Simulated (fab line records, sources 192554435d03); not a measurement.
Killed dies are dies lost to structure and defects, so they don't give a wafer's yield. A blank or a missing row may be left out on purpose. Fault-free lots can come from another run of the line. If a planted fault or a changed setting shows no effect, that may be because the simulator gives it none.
Matching of chambers / flow n5_finfet / 4 sister chambers for N5_GATE_CUT_CMP_43 on cmp-01
The step polishes SiO2. 22 wafers are shown with their chamber, then 11 later ones without.

== WAFERS, EACH WITH ITS CHAMBER ==
wafer=L074.4; chamber=3; motor_current_A (A)=13.1
wafer=L074.5; chamber=0; motor_current_A (A)=11.3
wafer=L074.6; chamber=1; motor_current_A (A)=13.1
wafer=L076.2; chamber=1; motor_current_A (A)=12.8
wafer=L076.3; chamber=3; motor_current_A (A)=12.5
wafer=L076.4; chamber=2; motor_current_A (A)=11.8
wafer=L078.1; chamber=3; motor_current_A (A)=12.5
wafer=L078.2; chamber=0; motor_current_A (A)=11.4
wafer=L078.4; chamber=2; motor_current_A (A)=11.1
wafer=L079.1; chamber=0; motor_current_A (A)=11.5
wafer=L079.3; chamber=1; motor_current_A (A)=13.2
wafer=L079.4; chamber=2; motor_current_A (A)=11.4
wafer=L080.1; chamber=3; motor_current_A (A)=13.3
wafer=L080.2; chamber=1; motor_current_A (A)=13.4
wafer=L080.5; chamber=1; motor_current_A (A)=12.9
wafer=L081.2; chamber=1; motor_current_A (A)=12.9
wafer=L081.3; chamber=3; motor_current_A (A)=13.1
wafer=L081.6; chamber=1; motor_current_A (A)=13.4
wafer=L085.1; chamber=0; motor_current_A (A)=11.5
wafer=L085.3; chamber=2; motor_current_A (A)=11.3
wafer=L085.5; chamber=0; motor_current_A (A)=11.1
wafer=L087.1; chamber=2; motor_current_A (A)=11.3

SIGNATURES (averages over the wafers above)
reading=motor_current_A; chamber 0=11.360; chamber 1=13.100; chamber 2=11.380; chamber 3=12.900; scatter within a chamber=0.269
Rule: for each reading, subtract the chamber's mean from the wafer's reading, divide by that reading's scatter and square the result; add these up over the readings and take the root, which gives the wafer's distance from the chamber. If the next closest chamber is less than 2 further off than the closest, the wafer can't be placed; otherwise it belongs to the closest. The scatter: the root of (the sum of the squares of (reading less its chamber's mean) over the shown wafers, divided by (wafers less chambers)).

== WAFERS WHOSE CHAMBER IS MISSING ==
wafer=L087.5; motor_current_A (A)=11.9
wafer=L087.6; motor_current_A (A)=12.8
wafer=L091.2; motor_current_A (A)=11.1
wafer=L091.3; motor_current_A (A)=11.1
wafer=L091.5; motor_current_A (A)=11.3
wafer=L095.1; motor_current_A (A)=13.1
wafer=L095.5; motor_current_A (A)=12.0
wafer=L095.6; motor_current_A (A)=12.9
wafer=L097.3; motor_current_A (A)=12.9
wafer=L097.4; motor_current_A (A)=11.7
wafer=L097.6; motor_current_A (A)=11.9

== WHICH CHAMBER EACH ONE RAN IN ==
wafer=L087.5; from the rows above=can't be placed: 2 or 0 or 3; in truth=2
wafer=L087.6; from the rows above=can't be placed: 3 or 1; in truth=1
wafer=L091.2; from the rows above=can't be placed: 0 or 2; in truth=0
wafer=L091.3; from the rows above=can't be placed: 0 or 2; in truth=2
wafer=L091.5; from the rows above=can't be placed: 0 or 2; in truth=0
wafer=L095.1; from the rows above=can't be placed: 1 or 3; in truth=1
wafer=L095.5; from the rows above=can't be placed: 2 or 0 or 3 or 1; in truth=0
wafer=L095.6; from the rows above=can't be placed: 3 or 1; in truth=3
wafer=L097.3; from the rows above=can't be placed: 3 or 1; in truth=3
wafer=L097.4; from the rows above=can't be placed: 2 or 0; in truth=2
wafer=L097.6; from the rows above=can't be placed: 2 or 0 or 3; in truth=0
Placed correctly: 0 of 11. Unplaceable from these rows: 11, with the true chamber sitting among the candidates in 11. Placed wrongly: 0.
